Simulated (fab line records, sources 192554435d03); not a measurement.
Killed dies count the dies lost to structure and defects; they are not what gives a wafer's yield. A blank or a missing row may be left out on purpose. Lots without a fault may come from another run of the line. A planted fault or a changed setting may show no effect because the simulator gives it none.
fab line records :: flow n5-finfet :: part 2 of 2: steps 16 to 23 of 23
record
  lots=5
  wafers=15
  last-day=16
route steps=1938 shown BEOL_M5@1145
lots untouched by any fault: they come from a run of this same line in which no faults occurred
start-h: start of the lot's first displayed wafer, in hours after the record's first day :: wait-h: time in hours since the lot's previous step :: " identical to the entry in the row above :: L1.1+2: a row that stands for several wafers :: - value missing, or start not given :: * or withheld: withheld :: < > ~ a bound
route shown NAME@n: names a module that has steps shown in the file, with the first one's number in the route :: usual: average and standard deviation across the fault-free wafers :: same: alike in all rows :: chamber/n: place in a boat :: sites: the reading at each site :: _std_site: their standard deviation :: _edge_site: outer sites' mean less inner sites' :: radius-mm: how far each site lies from the wafer's centre :: mask NAME#n: copy n :: behind: tool/chamber where the wafer was last shaped :: hold: the reason the lot was held/the length of the hold in hours/how it ended :: device: the n, p or np transistor that did not switch :: end of line: tests run on the same wafers once the route is complete :: for a step that has no rows: nothing shown but its recipe :: killed: dies that structure and defects cost at the first sort, which is not the same as the wafer's yield :: map: per-die view of a wafer (x killed, . not killed, _ where there is no die)
set.NAME: the setting that was run; set.NAME@STEP: the one run at that earlier step :: model.NAME: the simulator's own value behind a step, which no gauge read
a table for each step, a row for each wafer; lots at some steps of the route
services: the hour from which a tool's chamber was out of use, counted from the record's first day as start-h (under 0 if before that day), plus the number of hours and why
## steps
# step N5_BEOL_M5_TRENCH_ETCH_37
# recipe
  chemistry=C4F6/O2
  target-depth-a=716.52
  target=SiCOH_lowk
  time-s=24.7
  ion-energy-ev=250
  pressure-mtorr=30
  source-w=345
  bias-w=185
  Ar_flow_sccm=300
  C4F6_flow_sccm=10
  O2_flow_sccm=10
# usual
  chamber-pressure-mTorr=30.003/0.027
  drypump-motor-current-A=5.7/0.37
  oes_f_703_au=0.82/0.081
  oes-product-au=0.83/0.078
  rf-fwd-power-W=338.5/1.9
  rf-vpp-V=664/15
  showerhead-plenum-p-Torr=2.89/0.058
  throttle-valve-pct=20.77/0.2
lot.wafer: L078.2
tool: rie-diel-05
chamber: 1
start-h: -
wait-h: -
chamber-pressure-mTorr: 29.973
drypump-motor-current-A: 5.6
oes_f_703_au: 0.81
oes-product-au: 0.86
rf-fwd-power-W: 338.7
rf-hours-counter-h: 46
rf-vpp-V: 656
showerhead-plenum-p-Torr: 2.92
throttle-valve-pct: 20.90

lot.wafer: L078.3
tool: rie-diel-05
chamber: 2
start-h: -
wait-h: -
chamber-pressure-mTorr: 30.026
drypump-motor-current-A: 5.7
oes_f_703_au: 0.86
oes-product-au: 0.92
rf-fwd-power-W: 338.8
rf-hours-counter-h: 27
rf-vpp-V: 690
showerhead-plenum-p-Torr: 2.88
throttle-valve-pct: 20.54

lot.wafer: L078.4
tool: rie-diel-05
chamber: 0
start-h: -
wait-h: -
chamber-pressure-mTorr: 29.958
drypump-motor-current-A: 5.0
oes_f_703_au: 0.73
oes-product-au: 0.71
rf-fwd-power-W: 339.9
rf-hours-counter-h: 217
rf-vpp-V: 655
showerhead-plenum-p-Torr: 2.95
throttle-valve-pct: 20.89

lot.wafer: L079.1
tool: rie-diel-05
chamber: 3
start-h: -
wait-h: -
chamber-pressure-mTorr: 29.981
drypump-motor-current-A: 5.8
oes_f_703_au: 0.87
oes-product-au: 0.90
rf-fwd-power-W: 336.8
rf-hours-counter-h: 7
rf-vpp-V: 661
showerhead-plenum-p-Torr: 2.95
throttle-valve-pct: 20.49

lot.wafer: L079.2
tool: rie-diel-05
chamber: 2
start-h: -
wait-h: -
chamber-pressure-mTorr: 30.037
drypump-motor-current-A: 5.7
oes_f_703_au: 0.85
oes-product-au: 0.91
rf-fwd-power-W: 336.6
rf-hours-counter-h: 27
rf-vpp-V: 690
showerhead-plenum-p-Torr: 2.88
throttle-valve-pct: 20.54

lot.wafer: L079.6
tool: rie-diel-05
chamber: 1
start-h: -
wait-h: -
chamber-pressure-mTorr: 30.000
drypump-motor-current-A: 5.6
oes_f_703_au: 0.82
oes-product-au: 0.85
rf-fwd-power-W: 340.6
rf-hours-counter-h: -
rf-vpp-V: 654
showerhead-plenum-p-Torr: 2.92
throttle-valve-pct: 20.89

lot.wafer: L083.2
tool: rie-diel-04
chamber: 0
start-h: -
wait-h: -
chamber-pressure-mTorr: 29.942
drypump-motor-current-A: 5.4
oes_f_703_au: 0.70
oes-product-au: 0.72
rf-fwd-power-W: 340.1
rf-hours-counter-h: 190
rf-vpp-V: 660
showerhead-plenum-p-Torr: 2.94
throttle-valve-pct: 20.96

lot.wafer: L083.3
tool: rie-diel-04
chamber: 3
start-h: -
wait-h: -
chamber-pressure-mTorr: 30.000
drypump-motor-current-A: 6.1
oes_f_703_au: 0.79
oes-product-au: 0.80
rf-fwd-power-W: 341.0
rf-hours-counter-h: 126
rf-vpp-V: 693
showerhead-plenum-p-Torr: 2.89
throttle-valve-pct: 20.68

lot.wafer: L083.6
tool: rie-diel-04
chamber: 1
start-h: -
wait-h: -
chamber-pressure-mTorr: 29.993
drypump-motor-current-A: 5.0
oes_f_703_au: 0.74
oes-product-au: 0.73
rf-fwd-power-W: 335.8
rf-hours-counter-h: -
rf-vpp-V: 675
showerhead-plenum-p-Torr: 2.91
throttle-valve-pct: 20.50

lot.wafer: L085.1
tool: rie-diel-05
chamber: 3
start-h: -
wait-h: -
chamber-pressure-mTorr: 30.028
drypump-motor-current-A: 5.8
oes_f_703_au: 0.84
oes-product-au: 0.85
rf-fwd-power-W: 336.4
rf-hours-counter-h: 20
rf-vpp-V: 659
showerhead-plenum-p-Torr: 2.95
throttle-valve-pct: 20.53

lot.wafer: L085.4
tool: rie-diel-05
chamber: 2
start-h: -
wait-h: -
chamber-pressure-mTorr: 29.954
drypump-motor-current-A: 5.7
oes_f_703_au: 0.83
oes-product-au: 0.89
rf-fwd-power-W: 338.6
rf-hours-counter-h: 40
rf-vpp-V: 689
showerhead-plenum-p-Torr: 2.88
throttle-valve-pct: 20.56

lot.wafer: L085.5
tool: rie-diel-05
chamber: 0
start-h: -
wait-h: -
chamber-pressure-mTorr: 30.013
drypump-motor-current-A: 5.0
oes_f_703_au: 0.73
oes-product-au: 0.70
rf-fwd-power-W: 338.6
rf-hours-counter-h: -
rf-vpp-V: 654
showerhead-plenum-p-Torr: 2.94
throttle-valve-pct: 20.91

lot.wafer: L093.1
tool: rie-diel-05
chamber: 1
start-h: -
wait-h: -
chamber-pressure-mTorr: 30.018
drypump-motor-current-A: 5.6
oes_f_703_au: 0.79
oes-product-au: 0.82
rf-fwd-power-W: 340.0
rf-hours-counter-h: 73
rf-vpp-V: 655
showerhead-plenum-p-Torr: 2.91
throttle-valve-pct: 20.95

lot.wafer: L093.2
tool: rie-diel-05
chamber: 3
start-h: -
wait-h: -
chamber-pressure-mTorr: 30.016
drypump-motor-current-A: 5.8
oes_f_703_au: 0.81
oes-product-au: 0.84
rf-fwd-power-W: 338.2
rf-hours-counter-h: 31
rf-vpp-V: 660
showerhead-plenum-p-Torr: 2.94
throttle-valve-pct: 20.55

lot.wafer: L093.4
tool: rie-diel-05
chamber: 0
start-h: -
wait-h: -
chamber-pressure-mTorr: 29.987
drypump-motor-current-A: 5.0
oes_f_703_au: 0.72
oes-product-au: 0.70
rf-fwd-power-W: 338.5
rf-hours-counter-h: 242
rf-vpp-V: 657
showerhead-plenum-p-Torr: 2.94
throttle-valve-pct: 20.95
# step N5_BEOL_M5_ETCH_41
# recipe
  chemistry=CH3F/O2
  target=SiCN
  target-depth-a=315
  taper-deg=2
  time-s=56.7
  ion-energy-ev=120
  mask-material=TiN
  pressure-mtorr=30
  source-w=395
  bias-w=75
  Ar_flow_sccm=150
  CH3F_flow_sccm=30
  O2_flow_sccm=20
# usual
  chamber-pressure-mTorr=29.996/0.029
  drypump-motor-current-A=5.6/0.36
  oes-product-au=0.83/0.077
  rf-fwd-power-W=390.3/1.6
  rf-vpp-V=297.8/1.2
  showerhead-plenum-p-Torr=2.03/0.043
  throttle-valve-pct=16.16/0.2
lot.wafer: L078.2
tool: rie-diel-05
chamber: 1
start-h: -
wait-h: -
chamber-pressure-mTorr: 29.988
drypump-motor-current-A: 5.6
oes-product-au: 0.85
rf-fwd-power-W: 390.9
rf-hours-counter-h: 46
rf-vpp-V: 297.9
showerhead-plenum-p-Torr: 2.05
throttle-valve-pct: 16.22

lot.wafer: L078.3
tool: rie-diel-05
chamber: 2
start-h: -
wait-h: -
chamber-pressure-mTorr: 30.044
drypump-motor-current-A: 5.6
oes-product-au: 0.91
rf-fwd-power-W: 390.2
rf-hours-counter-h: 27
rf-vpp-V: 296.9
showerhead-plenum-p-Torr: 2.03
throttle-valve-pct: 15.94

lot.wafer: L078.4
tool: rie-diel-05
chamber: 0
start-h: -
wait-h: -
chamber-pressure-mTorr: 30.000
drypump-motor-current-A: 5.0
oes-product-au: 0.71
rf-fwd-power-W: 391.8
rf-hours-counter-h: 217
rf-vpp-V: 298.3
showerhead-plenum-p-Torr: 2.08
throttle-valve-pct: 16.33

lot.wafer: L079.1
tool: rie-diel-05
chamber: 3
start-h: -
wait-h: -
chamber-pressure-mTorr: 30.006
drypump-motor-current-A: 5.8
oes-product-au: 0.90
rf-fwd-power-W: 386.6
rf-hours-counter-h: 7
rf-vpp-V: 297.3
showerhead-plenum-p-Torr: 2.07
throttle-valve-pct: 15.81

lot.wafer: L079.2
tool: rie-diel-05
chamber: 2
start-h: -
wait-h: -
chamber-pressure-mTorr: 29.965
drypump-motor-current-A: 5.7
oes-product-au: 0.92
rf-fwd-power-W: 390.5
rf-hours-counter-h: 27
rf-vpp-V: 298.7
showerhead-plenum-p-Torr: 2.03
throttle-valve-pct: 15.95

lot.wafer: L079.6
tool: rie-diel-05
chamber: 1
start-h: -
wait-h: -
chamber-pressure-mTorr: 29.972
drypump-motor-current-A: 5.6
oes-product-au: 0.86
rf-fwd-power-W: 391.2
rf-hours-counter-h: -
rf-vpp-V: 297.5
showerhead-plenum-p-Torr: 2.05
throttle-valve-pct: 16.21

lot.wafer: L083.2
tool: rie-diel-04
chamber: 0
start-h: -
wait-h: -
chamber-pressure-mTorr: 30.049
drypump-motor-current-A: 5.4
oes-product-au: 0.73
rf-fwd-power-W: 393.9
rf-hours-counter-h: 190
rf-vpp-V: 298.6
showerhead-plenum-p-Torr: 2.06
throttle-valve-pct: 16.37

lot.wafer: L083.3
tool: rie-diel-04
chamber: 3
start-h: -
wait-h: -
chamber-pressure-mTorr: 29.949
drypump-motor-current-A: 6.1
oes-product-au: 0.81
rf-fwd-power-W: 391.8
rf-hours-counter-h: 126
rf-vpp-V: 297.8
showerhead-plenum-p-Torr: 2.03
throttle-valve-pct: 16.02

lot.wafer: L083.6
tool: rie-diel-04
chamber: 1
start-h: -
wait-h: -
chamber-pressure-mTorr: 29.974
drypump-motor-current-A: 4.9
oes-product-au: 0.73
rf-fwd-power-W: 389.2
rf-hours-counter-h: -
rf-vpp-V: 297.6
showerhead-plenum-p-Torr: 2.05
throttle-valve-pct: 16.04

lot.wafer: L085.1
tool: rie-diel-05
chamber: 3
start-h: -
wait-h: -
chamber-pressure-mTorr: 30.014
drypump-motor-current-A: 5.8
oes-product-au: 0.87
rf-fwd-power-W: 386.9
rf-hours-counter-h: 20
rf-vpp-V: 297.6
showerhead-plenum-p-Torr: 2.07
throttle-valve-pct: 15.83

lot.wafer: L085.4
tool: rie-diel-05
chamber: 2
start-h: -
wait-h: -
chamber-pressure-mTorr: 29.972
drypump-motor-current-A: 5.7
oes-product-au: 0.88
rf-fwd-power-W: 391.2
rf-hours-counter-h: 40
rf-vpp-V: 298.2
showerhead-plenum-p-Torr: 2.02
throttle-valve-pct: 15.98

lot.wafer: L085.5
tool: rie-diel-05
chamber: 0
start-h: -
wait-h: -
chamber-pressure-mTorr: 29.920
drypump-motor-current-A: 5.0
oes-product-au: 0.70
rf-fwd-power-W: 390.6
rf-hours-counter-h: -
rf-vpp-V: 298.9
showerhead-plenum-p-Torr: 2.07
throttle-valve-pct: 16.33

lot.wafer: L093.1
tool: rie-diel-05
chamber: 1
start-h: -
wait-h: -
chamber-pressure-mTorr: 30.020
drypump-motor-current-A: 5.6
oes-product-au: 0.82
rf-fwd-power-W: 393.4
rf-hours-counter-h: 73
rf-vpp-V: 297.3
showerhead-plenum-p-Torr: 2.05
throttle-valve-pct: 16.28

lot.wafer: L093.2
tool: rie-diel-05
chamber: 3
start-h: -
wait-h: -
chamber-pressure-mTorr: 29.980
drypump-motor-current-A: 5.8
oes-product-au: 0.84
rf-fwd-power-W: 387.1
rf-hours-counter-h: 32
rf-vpp-V: 298.5
showerhead-plenum-p-Torr: 2.06
throttle-valve-pct: 15.87

lot.wafer: L093.4
tool: rie-diel-05
chamber: 0
start-h: -
wait-h: -
chamber-pressure-mTorr: 30.023
drypump-motor-current-A: 5.0
oes-product-au: 0.69
rf-fwd-power-W: 390.0
rf-hours-counter-h: 242
rf-vpp-V: 298.0
showerhead-plenum-p-Torr: 2.07
throttle-valve-pct: 16.36
# step N5_BEOL_M5_STRIP_91
# recipe
  chemistry=N2/H2
  time-s=10
  power-w=450
  temp-c=40
  pressure-mtorr=20
  rf-frequency-hz=6e+07
  bias-power-w=7
  n2-flow-sccm=200
  h2-flow-sccm=200
# usual
  chamber-pressure-mTorr=20.004/0.018
  drypump-motor-current-A=5.7/0.37
  n2-flow-sccm=200.0/0.71
  oes-product-au=0.83/0.078
  rf-vpp-V=59.3/0.87
  showerhead-plenum-p-Torr=2.57/0.064
  throttle-valve-pct=23.4/0.37
lot.wafer: L078.2
tool: rie-diel-05
chamber: 1
start-h: -
wait-h: -
chamber-pressure-mTorr: 20.025
drypump-motor-current-A: 5.6
n2-flow-sccm: 200.1
oes-product-au: 0.87
rf-hours-counter-h: 46
rf-vpp-V: 60.0
showerhead-plenum-p-Torr: 2.58
throttle-valve-pct: 23.6

lot.wafer: L078.3
tool: rie-diel-05
chamber: 2
start-h: -
wait-h: -
chamber-pressure-mTorr: 19.998
drypump-motor-current-A: 5.7
n2-flow-sccm: 200.9
oes-product-au: 0.91
rf-hours-counter-h: 27
rf-vpp-V: 57.3
showerhead-plenum-p-Torr: 2.58
throttle-valve-pct: 23.2

lot.wafer: L078.4
tool: rie-diel-05
chamber: 0
start-h: -
wait-h: -
chamber-pressure-mTorr: 19.988
drypump-motor-current-A: 5.0
n2-flow-sccm: 199.3
oes-product-au: 0.70
rf-hours-counter-h: 217
rf-vpp-V: 60.0
showerhead-plenum-p-Torr: 2.62
throttle-valve-pct: 23.6

lot.wafer: L079.1
tool: rie-diel-05
chamber: 3
start-h: -
wait-h: -
chamber-pressure-mTorr: 20.020
drypump-motor-current-A: 5.8
n2-flow-sccm: 200.0
oes-product-au: 0.89
rf-hours-counter-h: 7
rf-vpp-V: 59.6
showerhead-plenum-p-Torr: 2.58
throttle-valve-pct: 22.7

lot.wafer: L079.2
tool: rie-diel-05
chamber: 2
start-h: -
wait-h: -
chamber-pressure-mTorr: 19.971
drypump-motor-current-A: 5.8
n2-flow-sccm: 199.5
oes-product-au: 0.91
rf-hours-counter-h: 27
rf-vpp-V: 59.1
showerhead-plenum-p-Torr: 2.58
throttle-valve-pct: 23.2

lot.wafer: L079.6
tool: rie-diel-05
chamber: 1
start-h: -
wait-h: -
chamber-pressure-mTorr: 20.037
drypump-motor-current-A: 5.6
n2-flow-sccm: 198.7
oes-product-au: 0.86
rf-hours-counter-h: -
rf-vpp-V: 59.3
showerhead-plenum-p-Torr: 2.58
throttle-valve-pct: 23.6

lot.wafer: L083.2
tool: rie-diel-04
chamber: 0
start-h: -
wait-h: -
chamber-pressure-mTorr: 19.994
drypump-motor-current-A: 5.4
n2-flow-sccm: 200.4
oes-product-au: 0.74
rf-hours-counter-h: 190
rf-vpp-V: 58.7
showerhead-plenum-p-Torr: 2.62
throttle-valve-pct: 23.3

lot.wafer: L083.3
tool: rie-diel-04
chamber: 3
start-h: -
wait-h: -
chamber-pressure-mTorr: 20.024
drypump-motor-current-A: 6.1
n2-flow-sccm: 200.3
oes-product-au: 0.81
rf-hours-counter-h: 126
rf-vpp-V: 60.6
showerhead-plenum-p-Torr: 2.52
throttle-valve-pct: 22.8

lot.wafer: L083.6
tool: rie-diel-04
chamber: 1
start-h: -
wait-h: -
chamber-pressure-mTorr: 19.977
drypump-motor-current-A: 4.9
n2-flow-sccm: 200.6
oes-product-au: 0.74
rf-hours-counter-h: -
rf-vpp-V: 61.0
showerhead-plenum-p-Torr: 2.65
throttle-valve-pct: 23.5

lot.wafer: L085.1
tool: rie-diel-05
chamber: 3
start-h: -
wait-h: -
chamber-pressure-mTorr: 20.020
drypump-motor-current-A: 5.8
n2-flow-sccm: 199.0
oes-product-au: 0.86
rf-hours-counter-h: 20
rf-vpp-V: 59.0
showerhead-plenum-p-Torr: 2.57
throttle-valve-pct: 22.7

lot.wafer: L085.4
tool: rie-diel-05
chamber: 2
start-h: -
wait-h: -
chamber-pressure-mTorr: 20.001
drypump-motor-current-A: 5.7
n2-flow-sccm: 199.0
oes-product-au: 0.90
rf-hours-counter-h: 40
rf-vpp-V: 59.9
showerhead-plenum-p-Torr: 2.57
throttle-valve-pct: 23.2

lot.wafer: L085.5
tool: rie-diel-05
chamber: 0
start-h: -
wait-h: -
chamber-pressure-mTorr: 19.979
drypump-motor-current-A: 5.0
n2-flow-sccm: 199.5
oes-product-au: 0.69
rf-hours-counter-h: -
rf-vpp-V: 59.3
showerhead-plenum-p-Torr: 2.61
throttle-valve-pct: 23.6

lot.wafer: L093.1
tool: rie-diel-05
chamber: 1
start-h: -
wait-h: -
chamber-pressure-mTorr: 19.988
drypump-motor-current-A: 5.6
n2-flow-sccm: 199.7
oes-product-au: 0.84
rf-hours-counter-h: 73
rf-vpp-V: 59.0
showerhead-plenum-p-Torr: 2.57
throttle-valve-pct: 23.6

lot.wafer: L093.2
tool: rie-diel-05
chamber: 3
start-h: -
wait-h: -
chamber-pressure-mTorr: 20.042
drypump-motor-current-A: 5.8
n2-flow-sccm: 199.5
oes-product-au: 0.86
rf-hours-counter-h: 32
rf-vpp-V: 59.7
showerhead-plenum-p-Torr: 2.57
throttle-valve-pct: 22.7

lot.wafer: L093.4
tool: rie-diel-05
chamber: 0
start-h: -
wait-h: -
chamber-pressure-mTorr: 20.003
drypump-motor-current-A: 5.0
n2-flow-sccm: 199.5
oes-product-au: 0.69
rf-hours-counter-h: 242
rf-vpp-V: 58.1
showerhead-plenum-p-Torr: 2.61
throttle-valve-pct: 23.7
# step N5_BEOL_M5_OCD_MEAS_38
# usual
  trench-depth-nm=71.3/1.7
lot.wafer: L078.2
tool: ocd-02
chamber: -
start-h: 190.03
wait-h: -
trench-depth-nm: 70.5

lot.wafer: L078.3
tool: ocd-02
chamber: -
start-h: 190.03
wait-h: -
trench-depth-nm: 71.3

lot.wafer: L078.4
tool: ocd-02
chamber: -
start-h: 190.03
wait-h: -
trench-depth-nm: 73.0

lot.wafer: L079.1
tool: ocd-02
chamber: -
start-h: 193.19
wait-h: -
trench-depth-nm: 67.8

lot.wafer: L079.2
tool: ocd-02
chamber: -
start-h: 193.19
wait-h: -
trench-depth-nm: 71.7

lot.wafer: L079.6
tool: ocd-02
chamber: -
start-h: 193.19
wait-h: -
trench-depth-nm: 70.5

lot.wafer: L083.2
tool: ocd-01
chamber: -
start-h: 228.01
wait-h: -
trench-depth-nm: 70.7

lot.wafer: L083.3
tool: ocd-01
chamber: -
start-h: 228.01
wait-h: -
trench-depth-nm: 72.5

lot.wafer: L083.6
tool: ocd-01
chamber: -
start-h: 228.01
wait-h: -
trench-depth-nm: 71.8

lot.wafer: L085.1
tool: ocd-02
chamber: -
start-h: 230.80
wait-h: -
trench-depth-nm: 67.3

lot.wafer: L085.4
tool: ocd-02
chamber: -
start-h: 230.80
wait-h: -
trench-depth-nm: 71.8

lot.wafer: L085.5
tool: ocd-02
chamber: -
start-h: 230.80
wait-h: -
trench-depth-nm: 72.4

lot.wafer: L093.1
tool: ocd-01
chamber: -
start-h: 286.64
wait-h: -
trench-depth-nm: 70.8

lot.wafer: L093.2
tool: ocd-01
chamber: -
start-h: 286.64
wait-h: -
trench-depth-nm: 68.1

lot.wafer: L093.4
tool: ocd-01
chamber: -
start-h: 286.64
wait-h: -
trench-depth-nm: 72.4
# step N5_BEOL_M5_HM_STRIP_39
# recipe
  chemistry=peroxide-tin-strip
  material=TiN
  target-depth-a=250
  temp-c=50
  time-s=158
lot.wafer: L078.2+3+4
tool: wet-bench-06
chamber: 4,3,5
start-h: 190.06
wait-h: 0.0

lot.wafer: L079.1+2+6
tool: wet-bench-04
chamber: 6,7,1
start-h: 193.22
wait-h: 0.0

lot.wafer: L083.2+3+6
tool: wet-bench-04
chamber: 3,7,6
start-h: 228.04
wait-h: 0.0

lot.wafer: L085.1+4+5
tool: wet-bench-06
chamber: 6,2,3
start-h: 230.84
wait-h: 0.0

lot.wafer: L093.1+2+4
tool: wet-bench-06
chamber: 2,0,5
start-h: 286.68
wait-h: 0.0
# step N5_BEOL_M5_SRD_40
# recipe
  time-s=30
  temp-c=23
  rinse-liquid=diw
  dry=ipa-marangoni
# usual
  do-supply-ppb=10.00/0.11
lot.wafer: L078.2
tool: wet-bench-06
chamber: 4
start-h: 190.11
wait-h: 0.0
do-supply-ppb: 10.07

lot.wafer: L078.3
tool: wet-bench-06
chamber: 3
start-h: 190.11
wait-h: 0.0
do-supply-ppb: 9.91

lot.wafer: L078.4
tool: wet-bench-06
chamber: 5
start-h: 190.11
wait-h: 0.0
do-supply-ppb: 9.88

lot.wafer: L079.1
tool: wet-bench-04
chamber: 6
start-h: 193.27
wait-h: 0.0
do-supply-ppb: 9.97

lot.wafer: L079.2
tool: wet-bench-04
chamber: 7
start-h: 193.27
wait-h: 0.0
do-supply-ppb: 10.00

lot.wafer: L079.6
tool: wet-bench-04
chamber: 1
start-h: 193.27
wait-h: 0.0
do-supply-ppb: 10.05

lot.wafer: L083.2
tool: wet-bench-04
chamber: 3
start-h: 228.09
wait-h: 0.0
do-supply-ppb: 9.93

lot.wafer: L083.3
tool: wet-bench-04
chamber: 7
start-h: 228.09
wait-h: 0.0
do-supply-ppb: 9.93

lot.wafer: L083.6
tool: wet-bench-04
chamber: 6
start-h: 228.09
wait-h: 0.0
do-supply-ppb: 10.03

lot.wafer: L085.1
tool: wet-bench-06
chamber: 6
start-h: 230.88
wait-h: 0.0
do-supply-ppb: 10.18

lot.wafer: L085.4
tool: wet-bench-06
chamber: 2
start-h: 230.88
wait-h: 0.0
do-supply-ppb: 10.16

lot.wafer: L085.5
tool: wet-bench-06
chamber: 3
start-h: 230.88
wait-h: 0.0
do-supply-ppb: 10.24

lot.wafer: L093.1
tool: wet-bench-06
chamber: 2
start-h: 286.72
wait-h: 0.0
do-supply-ppb: 10.09

lot.wafer: L093.2
tool: wet-bench-06
chamber: 0
start-h: 286.72
wait-h: 0.0
do-supply-ppb: 10.03

lot.wafer: L093.4
tool: wet-bench-06
chamber: 5
start-h: 286.72
wait-h: 0.0
do-supply-ppb: 10.13
# step N5_BEOL_M5_PRECLEAN_42
# recipe
  chemistry=residue-remover
  time-s=60
  temp-c=40
lot.wafer: L078.2+3+4
tool: wet-bench-06
chamber: 4,3,5
start-h: 190.13
wait-h: 0.0

lot.wafer: L079.1+2+6
tool: wet-bench-04
chamber: 6,7,1
start-h: 193.28
wait-h: 0.0

lot.wafer: L083.2+3+6
tool: wet-bench-04
chamber: 3,7,6
start-h: 228.11
wait-h: 0.0

lot.wafer: L085.1+4+5
tool: wet-bench-06
chamber: 6,2,3
start-h: 230.90
wait-h: 0.0

lot.wafer: L093.1+2+4
tool: wet-bench-06
chamber: 2,0,5
start-h: 286.74
wait-h: 0.0
# step N5_BEOL_M5_SRD_43
# recipe
  time-s=30
  temp-c=23
  rinse-liquid=diw
  dry=ipa-marangoni
# usual
  do-supply-ppb=10.01/0.099
lot.wafer: L078.2
tool: wet-bench-06
chamber: 4
start-h: 190.14
wait-h: 0.0
do-supply-ppb: 9.97

lot.wafer: L078.3
tool: wet-bench-06
chamber: 3
start-h: 190.14
wait-h: 0.0
do-supply-ppb: 10.13

lot.wafer: L078.4
tool: wet-bench-06
chamber: 5
start-h: 190.14
wait-h: 0.0
do-supply-ppb: 10.05

lot.wafer: L079.1
tool: wet-bench-04
chamber: 6
start-h: 193.30
wait-h: 0.0
do-supply-ppb: 10.05

lot.wafer: L079.2
tool: wet-bench-04
chamber: 7
start-h: 193.30
wait-h: 0.0
do-supply-ppb: 10.02

lot.wafer: L079.6
tool: wet-bench-04
chamber: 1
start-h: 193.30
wait-h: 0.0
do-supply-ppb: 10.11

lot.wafer: L083.2
tool: wet-bench-04
chamber: 3
start-h: 228.13
wait-h: 0.0
do-supply-ppb: 9.95

lot.wafer: L083.3
tool: wet-bench-04
chamber: 7
start-h: 228.13
wait-h: 0.0
do-supply-ppb: 10.03

lot.wafer: L083.6
tool: wet-bench-04
chamber: 6
start-h: 228.13
wait-h: 0.0
do-supply-ppb: 10.04

lot.wafer: L085.1
tool: wet-bench-06
chamber: 6
start-h: 230.92
wait-h: 0.0
do-supply-ppb: 9.99

lot.wafer: L085.4
tool: wet-bench-06
chamber: 2
start-h: 230.92
wait-h: 0.0
do-supply-ppb: 10.02

lot.wafer: L085.5
tool: wet-bench-06
chamber: 3
start-h: 230.92
wait-h: 0.0
do-supply-ppb: 10.23

lot.wafer: L093.1
tool: wet-bench-06
chamber: 2
start-h: 286.76
wait-h: 0.0
do-supply-ppb: 9.86

lot.wafer: L093.2
tool: wet-bench-06
chamber: 0
start-h: 286.76
wait-h: 0.0
do-supply-ppb: 9.93

lot.wafer: L093.4
tool: wet-bench-06
chamber: 5
start-h: 286.76
wait-h: 0.0
do-supply-ppb: 10.00
## services
tool: rie-diel-04
chamber: 2
start-h: 166.11
hours: -
kind: clean

tool: rie-diel-04
chamber: 2
start-h: 166.11
hours: -
kind: consumable-replace:focus-ring

tool: rie-diel-04
chamber: 2
start-h: 166.11
hours: 30.5
kind: scheduled-down

tool: rie-diel-04
chamber: 2
start-h: 166.11
hours: 30.5
kind: vent-cycle

tool: euv-scanner-02
chamber: 0
start-h: 170.45
hours: -
kind: calibration

tool: euv-scanner-01
chamber: -
start-h: 171.36
hours: 1.0
kind: pm

tool: rie-diel-04
chamber: 1
start-h: 173.36
hours: 6.0
kind: repair

tool: euv-scanner-01
chamber: -
start-h: 177.31
hours: 8.6
kind: repair

tool: euv-scanner-02
chamber: -
start-h: 185.06
hours: 0.1
kind: repair

tool: euv-scanner-01
chamber: -
start-h: 192.91
hours: 0.1
kind: repair

tool: euv-scanner-02
chamber: -
start-h: 199.81
hours: 1.0
kind: pm

tool: rie-diel-05
chamber: -
start-h: 200.69
hours: 1.2
kind: repair

tool: rie-diel-04
chamber: 3
start-h: 204.29
hours: 12.3
kind: repair

tool: euv-scanner-01
chamber: -
start-h: 227.51
hours: 1.0
kind: pm

tool: rie-diel-05
chamber: 0
start-h: 231.27
hours: 1.3
kind: repair

tool: euv-scanner-02
chamber: -
start-h: 238.49
hours: 4.6
kind: pm

tool: euv-scanner-01
chamber: 0
start-h: 250.13
hours: -
kind: calibration

tool: euv-scanner-02
chamber: -
start-h: 255.96
hours: 1.0
kind: pm

tool: euv-scanner-02
chamber: -
start-h: 258.27
hours: 1.9
kind: repair

tool: euv-scanner-02
chamber: -
start-h: 262.25
hours: 1.5
kind: repair

tool: rie-diel-05
chamber: -
start-h: 266.35
hours: 15.6
kind: pm

tool: euv-scanner-01
chamber: -
start-h: 283.66
hours: 1.0
kind: pm
